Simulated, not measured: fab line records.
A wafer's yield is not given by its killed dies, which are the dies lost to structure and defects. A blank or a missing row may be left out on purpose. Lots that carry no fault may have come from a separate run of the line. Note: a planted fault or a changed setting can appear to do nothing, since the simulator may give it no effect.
Matching of chambers -- flow nand harc -- 4 sister chambers for NHARC_A_CHANNEL_FILL_D2_ETCHBACK_20 on rie diel-12
The step etches the open film in C4F8/O2/Ar, target depth 27 nm, time 13.5 s. 8 wafers are shown with their chamber, then 9 later ones without.

WAFERS, EACH WITH ITS CHAMBER
wafer,chamber,rf vpp V (V),oes product au (a.u.)
L080.6,0,985,1.008
L083.6,1,988,0.998
L085.2,0,985,1.013
L085.3,2,982,0.990
L085.4,1,987,0.999
L086.2,2,982,0.992
L086.3,3,976,1.017
L086.5,3,978,1.017

WAFERS MISSING THEIR CHAMBER
wafer,rf vpp V (V),oes product au (a.u.)
L086.1,986,1.003
L086.4,989,1.007
L086.6,983,0.996
L091.1,986,0.997
L091.3,982,0.998
L091.4,985,0.998
L094.1,986,0.959
L094.4,976,0.975
L094.5,985,0.959

WHICH CHAMBER EACH WENT THROUGH
wafer,from the rows above,in truth
L086.1,can't be placed: 1 or 0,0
L086.4,can't be placed: 1 or 0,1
L086.6,2,2
L091.1,1,1
L091.3,2,2
L091.4,1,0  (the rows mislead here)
L094.1,2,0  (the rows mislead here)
L094.4,2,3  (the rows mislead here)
L094.5,2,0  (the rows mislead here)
Correctly placed: 3 of 9. From these rows, 2 cannot be placed; in 2 the true chamber is one of the candidates. 4 placed wrongly.
How it was worked out, from the rows above alone: a wafer's distance from a chamber is the root of the sum, over the readings, of the square of ((its reading less the chamber's mean) divided by the reading's scatter). If the next closest chamber is less than 2 further off than the closest, the wafer can't be placed; otherwise it belongs to the closest. For every chamber, the mean is computed from those of its wafers that are shown. The scatter: take each reading less its chamber's mean, square it, sum over the shown wafers, divide by the number of wafers less the number of chambers, and take the root.
